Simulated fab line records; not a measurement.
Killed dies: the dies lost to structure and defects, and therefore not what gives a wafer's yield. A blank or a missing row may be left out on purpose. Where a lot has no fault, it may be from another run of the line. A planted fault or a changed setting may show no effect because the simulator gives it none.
fab line records	flow nand_harc
record: lots: 6	wafers: 17	last_day: 34
route steps=1302 shown A_SLIT@927 A_SIN_REMOVE@947 A_WL_FILL@952 A_M0@1150 END@1302
lots untouched by any fault: they come from a run of this same line in which no faults occurred
start_h: hours from the record's first day to the start of the lot's first wafer shown	wait_h: hours from the lot's prior step to this one	" unchanged from the row above	L1.1+2: one row covering several wafers at once	- no value, or no start was given	* or withheld: withheld	< > ~ a bound
route shown NAME@n: NAME is a module with steps in the file, n the number in the route of the first one	usual: mean/standard deviation taken from wafers without a fault	same: alike in all rows	chamber/n: place in a boat	sites: per-site readings	_std_site: the values' standard deviation	_edge_site: the outer-site mean with the inner-site mean subtracted	radius_mm: how far each site lies from the wafer's centre	mask NAME#n: copy n	behind: the most recent tool/chamber to have shaped the wafer	hold: cause of the lot's hold/its duration in hours/its outcome	device: whichever transistor did not switch (one of n, p or np)	end of line: tests of these same wafers at the route's end	a step with no rows: only its recipe	killed: dies that structure and defects cost at the first sort, which is not the same as the wafer's yield	map: shows each die of a wafer: x if killed, . if not, _ if none is there
set.NAME: the setting the step ran with; set.NAME@STEP: the setting that earlier step ran with	model.NAME: the simulator's own value behind a step, which no gauge read
certain route steps with their lots: each step a table, each wafer a row
services: from which hour (start_h, from the record's first day; less than 0 if before it) a tool's chamber was out of use, for how many hours, and why
== steps ==
step: NHARC_A_SLIT_COAT_03
recipe: spin_rpm: 1500	resist_thk_nm: 90
step: NHARC_A_SLIT_SOFTBAKE_04
recipe: temp_c: 105	time_s: 55
step: NHARC_A_SLIT_EBR_05
step: NHARC_A_SLIT_EXPOSE_06
recipe: na: 1.35	dose_mj: 60.82	mask_id: SLIT
step: NHARC_A_SLIT_PEB_07
recipe: peb_temp_c: 100	peb_time_s: 65
step: NHARC_A_SLIT_DEVELOP_08
recipe: develop_time_s: 35	dev_temp_c: 23
step: NHARC_A_SLIT_CD_MEAS_09
recipe: target_cd_nm: 300	landing_energy_ev: 500
usual: cd_nm: 300.0/0.48
lot.wafer	tool	chamber	start_h	wait_h	cd_nm
L334.2	cd_sem-03	0	463.25	-	299.9
L334.3	"	0	"	"	300.6
L334.6	"	0	"	"	300.3
L344.1	cd_sem-02	0	556.21	-	299.9
L344.4	"	0	"	"	300.7
L344.5	"	0	"	"	299.8
L347.4	cd_sem-03	0	593.67	-	298.6
L347.6	"	0	"	"	298.9
L348.4	cd_sem-03	0	597.55	-	300.2
L348.5	"	0	"	"	300.6
L348.6	"	0	"	"	300.4
L355.4	cd_sem-02	0	665.29	-	300.3
L355.5	"	0	"	"	300.5
L355.6	"	0	"	"	300.5
L354.3	cd_sem-02	0	684.00	-	300.5
L354.4	"	0	"	"	300.3
L354.6	"	0	"	"	299.9
step: NHARC_A_SLIT_OVL_MEAS_10
usual: overlay_x_nm: 0.3/0.95	overlay_y_nm: -0.2/0.82
lot.wafer	tool	chamber	start_h	wait_h	overlay_x_nm	overlay_y_nm
L334.2	overlay-01	-	463.33	-	1.3	0.4
L334.3	"	-	"	"	0.9	0.8
L334.6	"	-	"	"	1.7	0.3
L344.1	overlay-02	-	556.30	-	1.8	-1.4
L344.4	"	-	"	"	1.3	-0.9
L344.5	"	-	"	"	1.9	-1.3
L347.4	overlay-01	-	593.75	-	-0.4	-0.3
L347.6	"	-	"	"	-0.9	-0.5
L348.4	overlay-01	-	597.63	-	1.9	-0.8
L348.5	"	-	"	"	1.3	-0.6
L348.6	"	-	"	"	2.1	-0.8
L355.4	overlay-02	-	665.37	-	-0.8	0.2
L355.5	"	-	"	"	-0.1	0.3
L355.6	"	-	"	"	-0.2	0.3
L354.3	overlay-01	-	684.09	-	0.2	0.1
L354.4	"	-	"	"	0.5	-0.1
L354.6	"	-	"	"	0.4	0.3
step: NHARC_A_SLIT_INSPECT_11
usual: raw_defect_count: 56/34
lot.wafer	tool	chamber	start_h	wait_h	raw_defect_count
L334.2	defect_inspect-02	-	463.37	0.0	102
L334.3	"	-	"	"	101
L334.6	"	-	"	"	109
L344.1	defect_inspect-01	-	556.34	0.0	36
L344.4	"	-	"	"	47
L344.5	"	-	"	"	46
L347.4	defect_inspect-01	-	593.79	0.0	91
L347.6	"	-	"	"	95
L348.4	defect_inspect-02	-	597.67	0.0	21
L348.5	"	-	"	"	24
L348.6	"	-	"	"	18
L355.4	defect_inspect-01	-	665.40	0.0	54
L355.5	"	-	"	"	49
L355.6	"	-	"	"	56
L354.3	defect_inspect-02	-	684.12	0.0	23
L354.4	"	-	"	"	21
L354.6	"	-	"	"	28
step: NHARC_A_SLIT_DESCUM_14
recipe: time_s: 3	o2_flow_sccm: 200	ar_flow_sccm: 0	bias_power_w: 0	chemistry: O2
step: NHARC_A_SLIT_ETCH_24
recipe: target_depth_a: 1210	time_s: 60.5	cf4_flow_sccm: 100	chf3_flow_sccm: 30	ar_flow_sccm: 0	rf_w: 500	bias_w: 200	chemistry: CF4/CHF3
step: NHARC_A_SLIT_ETCH_15
recipe: target_depth_a: 62000	over_etch_frac: 0.3	time_s: 1612	ion_energy_ev: 150	o2_flow_sccm: 400	cos_flow_sccm: 20	ar_flow_sccm: 0	rf_w: 500	bias_w: 300	chemistry: O2/COS
step: NHARC_A_SLIT_ETCH_17
recipe: bias_v: 900	source_w: withheld	pressure_mtorr: 20	ar_flow_sccm: 375	c4f8_flow_sccm: 83.3	o2_flow_sccm: 41.7	time_s: 4254.5	target_depth_a: 2.03e+05	chemistry: C4F8/O2/Ar
usual: drypump_motor_current_A: 5.91/0.16	he_backside_leak_sccm: 6.7/0.9	mfc_ar_sccm: 375.1/1.1	showerhead_plenum_p_Torr: 3.61/0.15	throttle_valve_pct: 32.045/0.0078
lot.wafer	tool	chamber	start_h	wait_h	drypump_motor_current_A	he_backside_leak_sccm	mfc_ar_sccm	rf_hours_counter_h	showerhead_plenum_p_Torr	throttle_valve_pct
L334.2	har_etch-02	1	468.96	-	5.63	11.0	373.9	42	3.61	32.057
L334.3	"	0	"	"	5.85	5.6	374.6	-	3.89	32.063
L334.6	"	1	471.38	-	5.66	5.9	373.2	-	3.61	32.036
L344.1	har_etch-01	1	558.25	-	6.06	7.4	373.6	310	3.44	32.049
L344.4	"	0	"	"	5.98	7.0	376.8	-	3.62	32.052
L344.5	"	0	560.06	-	5.99	7.0	376.7	-	3.62	32.043
L347.4	har_etch-01	1	596.30	-	6.07	7.6	376.6	-	3.42	32.043
L347.6	"	1	597.50	-	6.06	7.7	375.5	-	3.43	32.029
L348.4	har_etch-01	1	600.20	-	6.09	7.6	375.8	-	3.42	32.058
L348.6	"	1	601.40	-	6.08	7.7	374.3	-	3.42	32.034
L348.5	"	0	"	"	6.04	7.0	374.5	-	3.61	32.029
L355.4	har_etch-02	0	668.15	-	5.85	6.2	374.5	-	3.83	32.045
L355.5	"	0	669.34	-	5.85	6.1	376.1	-	3.83	32.053
L355.6	"	1	"	"	5.63	6.1	375.2	-	3.55	32.049
L354.3	har_etch-01	0	688.09	-	5.98	7.0	375.0	-	3.58	32.054
L354.4	"	0	689.28	-	5.97	7.0	375.4	-	3.58	32.033
L354.6	"	0	691.68	-	5.95	6.8	373.3	-	3.58	32.052
step: NHARC_A_SLIT_ETCH_26
recipe: bias_v: 400	source_w: 2000	pressure_mtorr: 25	time_s: 90	ar_flow_sccm: 375	c4f8_flow_sccm: 41.7	o2_flow_sccm: 83.3	target_depth_a: 4000	chemistry: C4F8/O2/Ar
step: NHARC_A_SLIT_STRIP_28
recipe: o2_flow_sccm: 400	cos_flow_sccm: 20	ar_flow_sccm: 0	bias_w: 0	chemistry: O2/COS
step: NHARC_A_SLIT_ETCH_29
recipe: target_depth_a: 1000	overetch_a: 100	time_s: 55	ion_energy_ev: 100	cf4_flow_sccm: 80	o2_flow_sccm: 20	ar_flow_sccm: 0	rf_w: 300	bias_w: 100	chemistry: CF4/O2
step: NHARC_A_SLIT_STRIP_18
recipe: o2_flow_sccm: 500	ar_flow_sccm: 0	bias_w: 0	chemistry: O2
step: NHARC_A_SLIT_PRECLEAN_19
recipe: time_s: *	temp_c: 50	bath_age_min: 0	chemistry: SC1
step: NHARC_A_SLIT_SRD_20
step: NHARC_A_SLIT_CD_MEAS_21
usual: cd_nm: 289.5/0.71
lot.wafer	tool	chamber	start_h	wait_h	cd_nm
L334.2	cd_sem-02	-	473.41	-	289.2
L334.3	"	-	"	"	290.1
L334.6	"	-	"	"	289.9
L344.1	cd_sem-03	-	562.69	-	288.3
L344.4	"	-	"	"	288.3
L344.5	"	-	"	"	289.0
L347.4	cd_sem-03	-	600.14	-	289.9
L347.6	"	-	"	"	290.2
L348.4	cd_sem-02	-	604.12	-	290.1
L348.5	"	-	"	"	289.7
L348.6	"	-	"	"	290.3
L355.4	cd_sem-03	-	672.03	-	289.3
L355.5	"	-	"	"	288.7
L355.6	"	-	"	"	289.7
L354.3	cd_sem-01	-	694.60	-	289.1
L354.4	"	-	"	"	289.4
L354.6	"	-	"	"	290.2
step: NHARC_A_SIN_REMOVE_WET_00
recipe: temp_c: 160	time_s: 15300	chemistry: H3PO4
step: NHARC_A_SIN_REMOVE_PRECLEAN_01
recipe: time_s: *	temp_c: 50	bath_age_min: 0	chemistry: SC1
step: NHARC_A_SIN_REMOVE_SRD_02
step: NHARC_A_SIN_REMOVE_INSPECT_04
usual: raw_defect_count: 393/90
lot.wafer	tool	chamber	start_h	wait_h	raw_defect_count
L334.2	defect_inspect-02	-	480.12	0.0	377
L334.3	"	-	"	"	449
L334.6	"	-	"	"	459
L344.1	defect_inspect-01	-	569.13	0.0	421
L344.4	"	-	"	"	453
L344.5	"	-	"	"	498
L347.4	defect_inspect-02	-	606.91	0.0	753
L347.6	"	-	"	"	641
L348.4	defect_inspect-02	-	611.31	0.0	693
L348.5	"	-	"	"	534
L348.6	"	-	"	"	604
L355.4	defect_inspect-02	-	678.57	0.0	326
L355.5	"	-	"	"	327
L355.6	"	-	"	"	299
L354.3	defect_inspect-01	-	701.66	0.0	350
L354.4	"	-	"	"	369
L354.6	"	-	"	"	401
step: NHARC_A_WL_FILL_ALD_00
recipe: target_thk_a: 30	pulse_time_s: 3	ald_cycles: 30	temp_c: 300	material: Al2O3
usual: heater_power_w: 469/47	precursor_pulse_height_rel: 1.000/0.019	susceptor_temp_C: 300.02/0.21
lot.wafer	tool	chamber	start_h	wait_h	heater_power_w	precursor_pulse_height_rel	susceptor_temp_C
L334.3	ald_hk-01	3	485.62	5.5	429	1.036	299.74
L334.2	"	1	"	"	553	1.015	300.27
L334.6	"	3	"	"	437	1.039	299.83
L344.1	ald_hk-04	0	571.12	2.0	506	1.012	299.95
L344.4	"	1	"	"	435	1.017	299.97
L344.5	"	0	"	"	512	0.964	299.96
L347.4	ald_hk-04	1	607.03	0.1	434	1.026	300.00
L347.6	"	0	"	"	521	1.003	300.25
L348.4	ald_hk-03	1	611.48	0.2	539	1.023	300.27
L348.5	"	3	"	"	422	1.000	300.02
L348.6	"	0	"	"	447	1.004	300.33
L355.4	ald_hk-03	2	678.71	0.1	494	0.973	300.13
L355.6	"	3	"	"	428	0.968	299.90
L355.5	"	0	"	"	436	0.999	300.35
L354.3	ald_hk-01	0	701.75	0.1	450	1.016	299.48
L354.4	"	1	"	"	561	1.010	299.73
L354.6	"	3	"	"	428	0.980	300.11
step: NHARC_A_WL_FILL_RTA_01
recipe: temp_c: 1000	time_s: 5
step: NHARC_A_WL_FILL_ALD_02
recipe: target_thk_a: 20	pulse_time_s: 3	ald_cycles: 100	temp_c: 450	material: TiN
step: NHARC_A_WL_FILL_CVD_03
recipe: target_thk_a: 400	temp_c: 300	pressure_torr: 40	wf6_flow_sccm: 40	h2_flow_sccm: 1600	ar_flow_sccm: 1560	time_s: 279	material: W
usual: heater_power_w: 483/17	mfc_ar_sccm: 1560/4.8	susceptor_temp_C: 300.00/0.19	throttle_valve_pct: 7.93/0.19
lot.wafer	tool	chamber	start_h	wait_h	heater_power_w	mfc_ar_sccm	susceptor_temp_C	throttle_valve_pct
L334.2	cvd_w-02	1	486.54	0.1	474	1565	-	7.78
L334.3	"	1	"	"	467	1561	-	7.80
L334.6	"	1	"	"	461	1561	-	7.87
L344.1	cvd_w-01	1	572.08	0.1	498	1563	300.02	8.00
L344.4	"	1	"	"	494	1563	299.82	8.15
L344.5	"	1	"	"	506	1562	299.94	7.95
L347.4	cvd_w-02	1	607.99	0.2	468	1557	-	8.05
L347.6	"	1	"	"	462	1563	-	8.26
L348.4	cvd_w-02	1	612.75	0.4	462	1557	299.89	8.07
L348.5	"	1	"	"	466	1557	299.79	8.35
L348.6	"	1	"	"	466	1561	300.02	7.80
L355.4	cvd_w-01	0	679.72	0.2	489	1557	300.04	7.72
L355.6	"	0	"	"	506	1555	300.17	8.03
L355.5	"	1	"	"	494	1558	300.04	8.13
L354.3	cvd_w-01	0	702.75	0.2	479	1561	300.03	7.87
L354.4	"	1	"	"	498	1559	300.06	8.06
L354.6	"	0	"	"	497	1562	299.86	7.68
step: NHARC_A_WL_FILL_ETCHBACK_04
recipe: target_depth_a: 600	time_s: 120	chemistry: NF3
step: NHARC_A_WL_FILL_ETCHBACK_05
recipe: target_depth_a: 220	time_s: 60	temp_c: 40	chemistry: Cl2/BCl3
usual: drypump_motor_current_A: 5.7/0.56	he_backside_leak_sccm: 3.30/0.24	oes_product_au: 1.000/0.0063
lot.wafer	tool	chamber	start_h	wait_h	drypump_motor_current_A	he_backside_leak_sccm	oes_product_au	rf_hours_counter_h
L334.2	rie_metal-02	0	487.16	0.2	6.0	3.47	1.003	0.4
L334.3	"	0	"	"	6.0	3.41	1.001	-
L334.6	"	1	"	"	6.1	3.27	1.002	-
L344.1	rie_metal-01	0	572.64	0.2	4.9	3.63	1.012	3.1
L344.4	"	1	"	"	5.4	2.98	0.998	-
L344.5	"	1	"	"	5.4	2.97	1.006	-
L347.4	rie_metal-01	1	608.53	0.1	5.4	3.20	0.992	-
L347.6	"	0	"	"	4.9	3.59	0.983	-
L348.4	rie_metal-02	0	613.40	0.1	6.0	3.37	0.999	-
L348.6	"	1	"	"	6.1	3.35	1.006	-
L348.5	"	0	"	"	6.0	3.35	1.004	-
L355.4	rie_metal-01	0	680.25	0.1	4.9	3.51	1.005	-
L355.5	"	0	"	"	4.9	3.47	0.995	-
L355.6	"	1	"	"	5.4	3.20	1.002	-
L354.4	rie_metal-01	1	703.28	0.1	5.4	3.15	1.006	-
L354.3	"	0	"	"	4.9	3.69	0.998	-
L354.6	"	0	"	"	4.9	3.60	1.005	-
step: NHARC_A_WL_FILL_STRIP_27
recipe: power_w: 1500	temp_c: 250	time_s: 20	chemistry: N2/H2
usual: drypump_motor_current_A: 5.4/0.3	heater_power_w: 310/21
lot.wafer	tool	chamber	start_h	wait_h	drypump_motor_current_A	heater_power_w	rf_hours_counter_h
L334.2	plasma_asher-01	1	487.31	0.1	5.7	340	30
L334.3	"	0	"	"	5.4	292	-
L334.6	"	1	"	"	5.7	330	-
L344.1	plasma_asher-02	1	572.78	0.1	4.9	318	29
L344.4	"	0	"	"	5.6	280	-
L344.5	"	1	"	"	4.9	313	-
L347.4	plasma_asher-01	0	608.68	0.1	5.4	301	-
L347.6	"	1	"	"	5.7	339	-
L348.4	plasma_asher-01	1	613.55	0.1	5.7	346	-
L348.6	"	1	"	"	5.8	343	-
L348.5	"	0	"	"	5.4	300	-
L355.4	plasma_asher-01	1	680.43	0.2	5.7	336	-
L355.6	"	0	"	"	5.4	296	-
L355.5	"	1	"	"	5.8	336	-
L354.4	plasma_asher-02	0	703.68	0.4	5.6	288	-
L354.3	"	1	"	"	4.9	331	-
L354.6	"	1	"	"	4.9	330	-
step: NHARC_A_WL_FILL_STRIP_28
recipe: time_s: 1200	temp_c: 72.5	chemistry: post_etch_residue_remover
step: NHARC_A_WL_FILL_PRECLEAN_06
recipe: time_s: 300	chemistry: DIW
step: NHARC_A_WL_FILL_SRD_07
step: NHARC_A_WL_FILL_ANNEAL_08
recipe: temp_c: 450	time_s: 1800
step: NHARC_A_WL_FILL_ALD_10
recipe: target_thk_a: 500	pulse_time_s: 10	ald_cycles: 500	temp_c: 300	material: SiO2
step: NHARC_A_WL_FILL_ETCHBACK_16
recipe: target_depth_a: 1200	time_s: 24	c4f8_flow_sccm: withheld	o2_flow_sccm: 8	ar_flow_sccm: withheld	rf_w: 600	bias_w: 800	chemistry: C4F8/O2/Ar
step: NHARC_A_WL_FILL_STRIP_29
recipe: time_s: 20	o2_flow_sccm: 500	ar_flow_sccm: 0	bias_w: 0	chemistry: O2
usual: drypump_motor_current_A: 5.6/0.49	mfc_ar_sccm: 0.010/0.013	oes_product_au: 0.998/0.0084	rf_vpp_V: 57.7/0.86	showerhead_plenum_p_Torr: 3.48/0.13	throttle_valve_pct: 17.038/0.0095
lot.wafer	tool	chamber	start_h	wait_h	drypump_motor_current_A	mfc_ar_sccm	oes_product_au	rf_hours_counter_h	rf_vpp_V	showerhead_plenum_p_Torr	throttle_valve_pct
L334.3	rie_diel-06	2	496.93	0.1	5.3	0.001	1.007	0.0	57.3	3.48	17.048
L334.2	"	3	"	"	6.1	0.018	0.983	0.0	57.7	3.45	17.040
L334.6	"	0	"	"	5.1	0	1.002	-	58.8	3.79	17.032
L344.1	rie_diel-11	3	581.52	0.1	6.2	0	1.000	5.2	58.8	3.37	17.053
L344.4	"	0	"	"	6.1	0.031	1.011	5.9	58.4	3.39	17.059
L344.5	"	2	"	"	4.9	0	1.010	-	56.5	3.35	17.023
L347.4	rie_diel-06	2	621.97	0.1	5.3	0.001	0.991	3.0	57.0	3.47	17.045
L347.6	"	3	"	"	6.1	0.018	0.998	-	57.3	3.44	17.048
L348.4	rie_diel-03	0	624.11	0.1	6.0	0	0.989	4.5	57.6	3.47	17.043
L348.6	"	0	"	"	6.0	0	0.981	-	56.5	3.47	17.053
L348.5	"	1	"	"	5.7	0	0.990	-	58.8	3.58	17.042
L355.4	rie_diel-11	0	692.87	0.1	6.1	0.031	1.009	4.3	56.6	3.39	17.032
L355.6	"	3	"	"	6.2	0	1.006	-	57.9	3.37	17.057
L355.5	"	0	"	"	6.1	0.031	1.008	-	58.2	3.39	17.032
L354.3	rie_diel-06	1	714.65	0.1	5.5	0.012	1.001	1.0	58.0	3.42	17.020
L354.4	"	2	"	"	5.4	0.001	1.002	1.0	58.9	3.47	17.024
L354.6	"	0	"	"	5.1	0	0.995	-	58.1	3.78	17.041
step: NHARC_A_WL_FILL_ETCHBACK_17
recipe: target_depth_a: 40	time_s: 26.7	chemistry: Cl2/BCl3
step: NHARC_A_M0_DESCUM_14
recipe: time_s: 3	o2_flow_sccm: 200	ar_flow_sccm: 0	bias_power_w: 0	chemistry: O2
usual: drypump_motor_current_A: 5.7/0.37	mfc_ar_sccm: 0.003/0.0047	oes_product_au: 1.005/0.0086	rf_vpp_V: 57.8/0.91	showerhead_plenum_p_Torr: 1.91/0.11	throttle_valve_pct: 11.311/0.0095
lot.wafer	tool	chamber	start_h	wait_h	drypump_motor_current_A	mfc_ar_sccm	oes_product_au	rf_hours_counter_h	rf_vpp_V	showerhead_plenum_p_Torr	throttle_valve_pct	model.A_M0.cd_nm
L334.2	rie_diel-05	2	538.43	0.1	6.0	0	1.002	-	57.3	1.79	11.306	80.5
L334.3	"	2	"	"	5.9	0	0.994	-	57.7	1.79	11.306	80.88
L334.6	"	2	"	"	5.9	0	0.989	-	57.7	1.79	11.312	80.68
L344.1	rie_diel-02	2	627.96	0.1	5.3	0.002	1.009	3	58.8	1.83	11.320	81.36
L344.4	"	0	"	"	5.6	0	0.999	-	57.4	1.95	11.320	80.45
L344.5	"	2	"	"	5.3	0.002	1.008	-	58.2	1.83	11.325	80.42
L348.5	rie_diel-05	0	663.94	0.1	5.5	0	1.009	-	59.8	2.04	11.309	81.81
L348.4	"	1	"	"	5.9	0.016	1.023	-	56.8	1.96	11.302	81.92
L348.6	"	3	"	"	5.0	0.010	1.005	-	57.2	1.78	11.310	81.81
L355.5	rie_diel-05	2	736.12	0.1	6.0	0	1.009	-	57.5	1.79	11.308	79.79
L355.6	"	3	"	"	5.0	0.010	1.009	-	56.9	1.78	11.302	79.24
L355.4	"	0	"	"	5.5	0	1.018	-	58.0	2.04	11.298	80.13
L354.3	rie_diel-09	0	763.80	0.1	5.6	0.003	1.008	5	57.9	1.78	11.322	80.51
L354.4	"	3	"	"	6.2	0.007	1.011	4	58.6	2.06	11.303	80.46
L354.6	"	1	"	"	6.0	0	1.019	-	57.6	1.81	11.311	81.03
step: NHARC_A_M0_ETCH_15
recipe: target_depth_a: 1500	overetch_a: 150	time_s: 82.5	c4f8_flow_sccm: withheld	ar_flow_sccm: 400	rf_w: 600	bias_w: 300	chemistry: C4F8/Ar
usual: oes_product_au: 0.953/0.02	rf_vpp_V: 441/3.3
lot.wafer	tool	chamber	start_h	wait_h	oes_product_au	rf_hours_counter_h	rf_vpp_V	model.A_M0.cd_nm
L334.2	rie_diel-02	1	538.82	0.1	0.927	9	440	80.6
L334.3	"	0	"	"	0.920	9	442	81.18
L334.6	"	2	"	"	0.928	-	438	80.86
L344.1	rie_diel-02	2	-	-	0.969	3	438	81.59
L344.4	"	2	"	"	0.962	-	438	80.34
L344.5	"	3	"	"	0.961	-	444	80.9
L348.6	rie_diel-05	0	-	-	0.924	-	443	81.98
L348.5	"	1	"	"	0.941	-	442	81.48
L348.4	"	3	"	"	0.963	-	436	81.91
L355.4	rie_diel-05	0	-	-	0.963	-	445	80.63
L355.5	"	2	"	"	0.968	-	437	80.13
L355.6	"	3	"	"	0.977	-	435	79.09
L354.3	rie_diel-09	1	-	-	0.962	5	437	80.63
L354.4	"	2	"	"	0.970	5	442	80.59
L354.6	"	0	"	"	0.951	-	437	81.18
step: NHARC_END_SORT_01
recipe: temp_c: 25
usual: killed_at_array: 44/16	killed_at_other: 0.6/1.1	killed_at_periphery: 3.9/2.6	killed_dies: 48/16	killed_open: 3.1/1.9	killed_short: 2.4/1.8
same: gross_dies: 677
lot.wafer	tool	chamber	start_h	wait_h	killed_at_array	killed_at_other	killed_at_periphery	killed_dies	killed_open	killed_short
L348.4	prober-01	0	706.52	3.4	50	2	8	60	7	2
L348.5	prober-01	0	707.32	3.7	27	0	3	30	2	1
L348.6	prober-01	0	708.13	4.0	45	3	11	59	3	3
killed by level:class
L348.4 A_SLIT:unspecified=29 P_CONTACT:chamber_film_flake=7 A_SLIT:chamber_film_flake=4 A_M0:geometric_particle:open=3 A_CHANNEL_HOLE_D1:chamber_film_flake=3 A_ONON_D1:geometric_particle:open=2 A_DECK1_JOINT:chamber_film_flake=2 A_CONTACT:chamber_film_flake=2
L348.5 A_SLIT:chamber_film_flake=16 P_GATE:chamber_film_flake=2 A_CHANNEL_HOLE_D1:chamber_film_flake=2 A_CHANNEL_FILL_D2:chamber_film_flake=2 A_STAIRCASE:chamber_film_flake=2 A_CHANNEL_HOLE_D1:geometric_particle:open=1 A_DECK1_JOINT:geometric_particle:open=1 A_DECK1_JOINT:geometric_particle:short=1
L348.6 A_SLIT:unspecified=32 P_CONTACT:chamber_film_flake=7 A_SLIT:chamber_film_flake=4 P_ZERO_WELL:chamber_film_flake=3 THIN_TSV:chamber_film_flake=3 A_ONON_D2:geometric_particle:open=2 A_CHANNEL_FILL_D2:geometric_particle:short=1 A_BLC:geometric_particle:open=1
== services ==
tool	chamber	start_h	hours	kind
rie_diel-05	3	506.30	4.1	repair
plasma_asher-01	-	519.04	9.0	pm
rie_diel-05	1	525.55	23.4	repair
cvd_w-01	0	528.53	10.4	repair
rie_diel-05	3	535.63	6.8	repair
rie_diel-05	0	536.30	4.9	repair
rie_diel-05	-	538.78	0.4	repair
cvd_w-01	-	547.25	13.0	pm
rie_diel-02	-	570.70	9.0	pm
rie_metal-01	-	575.00	9.0	pm
rie_diel-05	-	583.60	9.0	pm
rie_diel-05	3	596.32	17.8	repair
plasma_asher-01	-	597.77	0.4	repair
rie_metal-01	0	642.99	2.5	repair
rie_diel-05	-	645.95	6.1	repair
rie_diel-05	2	657.69	38.7	repair
plasma_asher-01	-	680.66	3.0	repair
plasma_asher-01	-	696.04	9.0	pm
rie_diel-05	-	727.48	0.8	repair
rie_diel-05	1	735.85	9.3	repair
rie_diel-05	3	738.91	1.4	repair
rie_metal-01	-	752.00	9.0	pm
har_etch-01	-	755.85	17.0	pm
rie_diel-05	-	760.60	9.0	pm
== key ==
first_sign: step: NHARC_A_SIN_REMOVE_INSPECT_04	reading: raw_defect_count	direction: up	sigmas: 3.1	usual: 393	struck: 673
effect none on later readings
model_effect: step: NHARC_A_M0_DESCUM_14	value: A_M0.cd_nm	without: 80.54	struck: 81.86
model_effect: step: NHARC_A_M0_ETCH_15	value: A_M0.cd_nm	without: 80.62	struck: 81.95
met_at NHARC_A_SLIT_ETCH_17
struck_wafers L347.4,L347.6,L348.4,L348.6
rows_end L347.4,L347.6
tester_left_out L348
loop_trim: step: NHARC_A_M0_EXPOSE_06	setting: dose	lots: L348
onset_between 558.25 596.30
fault: kind: chamber_particle_source	tool: har_etch-01	chamber: 1	onset_h: 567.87	steps: NHARC_A_SLIT_ETCH_17	rate_per_visit_cm2: 0.39819
tester_left_out: of these lots the tester's yield and bins aren't shown, on N5 and GAA mostly nor the transistor test; their killed dies are dies lost to structure and defects alone, not to doping, threshold or leakage, so they don't give the yield
rows_end: these wafers met a further fault down the route, and their rows from its step on are left out
loop_trim: a control loop set the setting to another value than it would have without faults
